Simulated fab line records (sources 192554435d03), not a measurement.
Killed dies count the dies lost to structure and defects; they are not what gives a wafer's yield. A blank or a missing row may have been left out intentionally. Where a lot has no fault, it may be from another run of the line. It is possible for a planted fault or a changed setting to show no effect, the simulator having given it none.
Chamber matching ; flow n5_finfet ; cvd_co-01 running N5_BEOL_M2_CO_CAP_55: 3 sister chambers
The step material Co, precursor CCTBA/H2, target thk 2 nm, time 102.1 s. 18 wafers are shown with their chamber, then 9 later ones without.

## WAFERS WITH THEIR CHAMBER
wafer;chamber;heater_power_outer_w (W);heater_power_w (W)
L076.3;0;124;240
L076.4;2;98;193
L076.5;0;125;242
L077.2;1;137;259
L077.3;0;124;244
L077.5;1;137;253
L078.3;0;123;243
L078.4;1;136;259
L078.6;2;95;193
L083.1;2;99;185
L083.4;2;98;195
L083.5;0;122;238
L081.4;2;97;192
L081.5;0;122;236
L081.6;1;137;263
L084.4;2;98;195
L084.5;1;138;261
L084.6;0;123;240

SIGNATURES (averages over the wafers above)
reading;chamber 0;chamber 1;chamber 2;scatter within a chamber
heater_power_outer_w;123.29;137.00;97.50;1.12
heater_power_w;240.43;259.00;192.17;3.39
Rule: for a wafer and a chamber, the distance is found by dividing, reading by reading, the gap between the wafer's reading and the chamber's mean by the reading's scatter, squaring, summing and taking the root. If the next closest chamber is less than 2 further off than the closest, the wafer can't be placed; otherwise it belongs to the closest. The scatter: take each reading less its chamber's mean, square it, sum over the shown wafers, divide by the number of wafers less the number of chambers, and take the root.

## WAFERS WHOSE CHAMBER IS MISSING
wafer;heater_power_outer_w (W);heater_power_w (W)
L088.1;137;247
L088.3;123;240
L088.5;95;195
L093.1;140;255
L093.2;124;241
L093.4;96;195
L096.2;138;262
L096.3;126;243
L096.5;123;240

## CHAMBER TAKEN BY EACH
wafer;from the rows above;in truth
L088.1;1;1
L088.3;0;0
L088.5;2;2
L093.1;1;1
L093.2;0;0
L093.4;2;2
L096.2;1;1
L096.3;0;0
L096.5;0;0
9 of 9 placed correctly. Number that these rows cannot place: 0. Placed wrongly: 0.
